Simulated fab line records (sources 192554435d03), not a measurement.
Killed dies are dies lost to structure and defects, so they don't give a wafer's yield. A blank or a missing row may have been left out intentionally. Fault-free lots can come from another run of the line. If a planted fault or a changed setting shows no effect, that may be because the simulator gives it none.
Lot-split experiment || flow n5Finfet || 39 wafers read across 7 lots, on a route 1938 steps long

ABOUT THE SPLIT
At N5_BEOL_M9_DESCUM_16 (chemistry O2, time 7.9 s), the setting timeS was moved away from the recipe's 7.9 s on 18 of the 39 wafers read, by -53.8% to +56.7%. This setting was run at the recipe's value on the other wafers.

Reading taken at the split's own step.

THE READING
CAR-ArF_of_BEOL_M9_COAT_05.thkNm (the simulator's own value, which no gauge read), in nm, at N5_BEOL_M9_DESCUM_16 (chemistry O2, time 7.9 s). There is no usual value for it anywhere in the file. Average 83.3 nm, standard deviation 0.36 nm, over the 21 wafers here run with the recipe.

{"wafer": "L080.1", "tool, chamber at the split": "rieDiel-04, 2", "timeS as run, s": 7.9, "against the recipe": "recipe", "CAR-ArF_of_BEOL_M9_COAT_05.thkNm, nm": 83.6, "against lot-mates on the recipe": "-"}
{"wafer": "L080.2", "tool, chamber at the split": "rieDiel-04, 0", "timeS as run, s": 11.37, "against the recipe": "+43.9%", "CAR-ArF_of_BEOL_M9_COAT_05.thkNm, nm": 81.4, "against lot-mates on the recipe": -1.9}
{"wafer": "L080.5", "tool, chamber at the split": "rieDiel-04, 0", "timeS as run, s": 11.37, "against the recipe": "+43.9%", "CAR-ArF_of_BEOL_M9_COAT_05.thkNm, nm": 81.4, "against lot-mates on the recipe": -1.9}
{"wafer": "L080.3", "tool, chamber at the split": "rieDiel-04, 1", "timeS as run, s": 11.37, "against the recipe": "+43.9%", "CAR-ArF_of_BEOL_M9_COAT_05.thkNm, nm": 81, "against lot-mates on the recipe": -2.3}
{"wafer": "L080.4", "tool, chamber at the split": "rieDiel-04, 2,1", "timeS as run, s": 7.9, "against the recipe": "recipe", "CAR-ArF_of_BEOL_M9_COAT_05.thkNm, nm": 83.2, "against lot-mates on the recipe": "-"}
{"wafer": "L080.6", "tool, chamber at the split": "rieDiel-04, 2,1", "timeS as run, s": 7.9, "against the recipe": "recipe", "CAR-ArF_of_BEOL_M9_COAT_05.thkNm, nm": 83.2, "against lot-mates on the recipe": "-"}
{"wafer": "L079.1", "tool, chamber at the split": "rieDiel-01, 3", "timeS as run, s": 5.264, "against the recipe": "-33.4%", "CAR-ArF_of_BEOL_M9_COAT_05.thkNm, nm": 85, "against lot-mates on the recipe": "+1.6"}
{"wafer": "L079.6", "tool, chamber at the split": "rieDiel-01, 3", "timeS as run, s": 5.264, "against the recipe": "-33.4%", "CAR-ArF_of_BEOL_M9_COAT_05.thkNm, nm": 85, "against lot-mates on the recipe": "+1.6"}
{"wafer": "L079.2", "tool, chamber at the split": "rieDiel-01, 0", "timeS as run, s": 5.264, "against the recipe": "-33.4%", "CAR-ArF_of_BEOL_M9_COAT_05.thkNm, nm": 85.2, "against lot-mates on the recipe": "+1.8"}
{"wafer": "L079.3", "tool, chamber at the split": "rieDiel-01, 1,0,1", "timeS as run, s": 7.9, "against the recipe": "recipe", "CAR-ArF_of_BEOL_M9_COAT_05.thkNm, nm": 83.4, "against lot-mates on the recipe": "-"}
{"wafer": "L079.4", "tool, chamber at the split": "rieDiel-01, 1,0,1", "timeS as run, s": 7.9, "against the recipe": "recipe", "CAR-ArF_of_BEOL_M9_COAT_05.thkNm, nm": 83.4, "against lot-mates on the recipe": "-"}
{"wafer": "L079.5", "tool, chamber at the split": "rieDiel-01, 1,0,1", "timeS as run, s": 7.9, "against the recipe": "recipe", "CAR-ArF_of_BEOL_M9_COAT_05.thkNm, nm": 83.4, "against lot-mates on the recipe": "-"}
{"wafer": "L081.1", "tool, chamber at the split": "rieDiel-04, 1", "timeS as run, s": 7.9, "against the recipe": "recipe", "CAR-ArF_of_BEOL_M9_COAT_05.thkNm, nm": 83.2, "against lot-mates on the recipe": "-"}
{"wafer": "L081.6", "tool, chamber at the split": "rieDiel-04, 1", "timeS as run, s": 7.9, "against the recipe": "recipe", "CAR-ArF_of_BEOL_M9_COAT_05.thkNm, nm": 83.2, "against lot-mates on the recipe": "-"}
{"wafer": "L081.4", "tool, chamber at the split": "rieDiel-04, 0", "timeS as run, s": 7.9, "against the recipe": "recipe", "CAR-ArF_of_BEOL_M9_COAT_05.thkNm, nm": 83.4, "against lot-mates on the recipe": "-"}
{"wafer": "L085.1", "tool, chamber at the split": "rieDiel-01, 0", "timeS as run, s": 7.9, "against the recipe": "recipe", "CAR-ArF_of_BEOL_M9_COAT_05.thkNm, nm": 83.6, "against lot-mates on the recipe": "-"}
{"wafer": "L085.2", "tool, chamber at the split": "rieDiel-01, 2", "timeS as run, s": 7.9, "against the recipe": "recipe", "CAR-ArF_of_BEOL_M9_COAT_05.thkNm, nm": 83.8, "against lot-mates on the recipe": "-"}
{"wafer": "L085.6", "tool, chamber at the split": "rieDiel-01, 2", "timeS as run, s": 7.9, "against the recipe": "recipe", "CAR-ArF_of_BEOL_M9_COAT_05.thkNm, nm": 83.8, "against lot-mates on the recipe": "-"}
{"wafer": "L085.3", "tool, chamber at the split": "rieDiel-01, 3", "timeS as run, s": 3.651, "against the recipe": "-53.8%", "CAR-ArF_of_BEOL_M9_COAT_05.thkNm, nm": 86.2, "against lot-mates on the recipe": "+2.5"}
{"wafer": "L085.5", "tool, chamber at the split": "rieDiel-01, 3", "timeS as run, s": 3.651, "against the recipe": "-53.8%", "CAR-ArF_of_BEOL_M9_COAT_05.thkNm, nm": 86.2, "against lot-mates on the recipe": "+2.5"}
{"wafer": "L085.4", "tool, chamber at the split": "rieDiel-01, 0", "timeS as run, s": 3.651, "against the recipe": "-53.8%", "CAR-ArF_of_BEOL_M9_COAT_05.thkNm, nm": 85.8, "against lot-mates on the recipe": "+2.1"}
{"wafer": "L088.1", "tool, chamber at the split": "rieDiel-01, 1", "timeS as run, s": 12.38, "against the recipe": "+56.7%", "CAR-ArF_of_BEOL_M9_COAT_05.thkNm, nm": 80, "against lot-mates on the recipe": -2.7}
{"wafer": "L088.2", "tool, chamber at the split": "rieDiel-01, 0,2", "timeS as run, s": 7.9, "against the recipe": "recipe", "CAR-ArF_of_BEOL_M9_COAT_05.thkNm, nm": 82.6, "against lot-mates on the recipe": "-"}
{"wafer": "L088.4", "tool, chamber at the split": "rieDiel-01, 0,2", "timeS as run, s": 7.9, "against the recipe": "recipe", "CAR-ArF_of_BEOL_M9_COAT_05.thkNm, nm": 82.6, "against lot-mates on the recipe": "-"}
{"wafer": "L088.3", "tool, chamber at the split": "rieDiel-01, 3,0", "timeS as run, s": 12.38, "against the recipe": "+56.7%", "CAR-ArF_of_BEOL_M9_COAT_05.thkNm, nm": 79.8, "against lot-mates on the recipe": -2.9}
{"wafer": "L088.5", "tool, chamber at the split": "rieDiel-01, 3,0", "timeS as run, s": 12.38, "against the recipe": "+56.7%", "CAR-ArF_of_BEOL_M9_COAT_05.thkNm, nm": 79.8, "against lot-mates on the recipe": -2.9}
{"wafer": "L088.6", "tool, chamber at the split": "rieDiel-01, 3", "timeS as run, s": 7.9, "against the recipe": "recipe", "CAR-ArF_of_BEOL_M9_COAT_05.thkNm, nm": 83, "against lot-mates on the recipe": "-"}
{"wafer": "L091.1", "tool, chamber at the split": "rieDiel-06, 1,3", "timeS as run, s": 6.606, "against the recipe": "-16.4%", "CAR-ArF_of_BEOL_M9_COAT_05.thkNm, nm": 84.4, "against lot-mates on the recipe": "+0.7"}
{"wafer": "L091.6", "tool, chamber at the split": "rieDiel-06, 1,3", "timeS as run, s": 6.606, "against the recipe": "-16.4%", "CAR-ArF_of_BEOL_M9_COAT_05.thkNm, nm": 84.4, "against lot-mates on the recipe": "+0.7"}
{"wafer": "L091.2", "tool, chamber at the split": "rieDiel-06, 0,2", "timeS as run, s": 7.9, "against the recipe": "recipe", "CAR-ArF_of_BEOL_M9_COAT_05.thkNm, nm": 83.6, "against lot-mates on the recipe": "-"}
{"wafer": "L091.3", "tool, chamber at the split": "rieDiel-06, 0,2", "timeS as run, s": 7.9, "against the recipe": "recipe", "CAR-ArF_of_BEOL_M9_COAT_05.thkNm, nm": 83.6, "against lot-mates on the recipe": "-"}
{"wafer": "L091.4", "tool, chamber at the split": "rieDiel-06, 3", "timeS as run, s": 6.606, "against the recipe": "-16.4%", "CAR-ArF_of_BEOL_M9_COAT_05.thkNm, nm": 84.6, "against lot-mates on the recipe": "+0.9"}
{"wafer": "L091.5", "tool, chamber at the split": "rieDiel-06, 0", "timeS as run, s": 7.9, "against the recipe": "recipe", "CAR-ArF_of_BEOL_M9_COAT_05.thkNm, nm": 83.8, "against lot-mates on the recipe": "-"}
{"wafer": "L096.1", "tool, chamber at the split": "rieDiel-04, 1", "timeS as run, s": 7.9, "against the recipe": "recipe", "CAR-ArF_of_BEOL_M9_COAT_05.thkNm, nm": 83.2, "against lot-mates on the recipe": "-"}
{"wafer": "L096.2", "tool, chamber at the split": "rieDiel-04, 2,1", "timeS as run, s": 7.9, "against the recipe": "recipe", "CAR-ArF_of_BEOL_M9_COAT_05.thkNm, nm": 82.8, "against lot-mates on the recipe": "-"}
{"wafer": "L096.5", "tool, chamber at the split": "rieDiel-04, 2,1", "timeS as run, s": 7.9, "against the recipe": "recipe", "CAR-ArF_of_BEOL_M9_COAT_05.thkNm, nm": 82.8, "against lot-mates on the recipe": "-"}
{"wafer": "L096.3", "tool, chamber at the split": "rieDiel-04, 3", "timeS as run, s": 5.424, "against the recipe": "-31.3%", "CAR-ArF_of_BEOL_M9_COAT_05.thkNm, nm": 84.8, "against lot-mates on the recipe": "+1.9"}
{"wafer": "L096.4", "tool, chamber at the split": "rieDiel-04, 0", "timeS as run, s": 5.424, "against the recipe": "-31.3%", "CAR-ArF_of_BEOL_M9_COAT_05.thkNm, nm": 84.6, "against lot-mates on the recipe": "+1.7"}
{"wafer": "L096.6", "tool, chamber at the split": "rieDiel-04, 0", "timeS as run, s": 5.424, "against the recipe": "-31.3%", "CAR-ArF_of_BEOL_M9_COAT_05.thkNm, nm": 84.6, "against lot-mates on the recipe": "+1.7"}
If several chambers appear in one row, that row covers several wafers at once and the file leaves open which wafer was in which chamber.

THE FIT
A straight line over all 39 wafers: CAR-ArF_of_BEOL_M9_COAT_05.thkNm changes by -0.0533 nm for each +1% of timeS; r = -0.98; the points scatter about the line by 0.35 nm.
The same after taking each lot's own level away (the mean of its wafers on the recipe; 39 wafers): -0.0483 nm for each +1%; r = -0.99; scatter 0.18 nm.
Per that fit: largest timeS move, reading shift of 2.7 nm.
Across the lots, their own levels run from 82.73 to 83.73 nm, a range of 2.8 times the standard deviation given above.
In other words, the slope is changed by the lot-to-lot level; the two fits disagree.
Check: for one of the wafers moved furthest among these (+56.7%), held out of the fit, the line's prediction against its lot-mates is -2.74 nm. Against them it came out at -2.73 nm.

THE FILE'S OWN FIT
CAR-ArF_of_BEOL_M9_COAT_05.thkNm changes by -0.0482 nm for each +1% of timeS, r = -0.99.
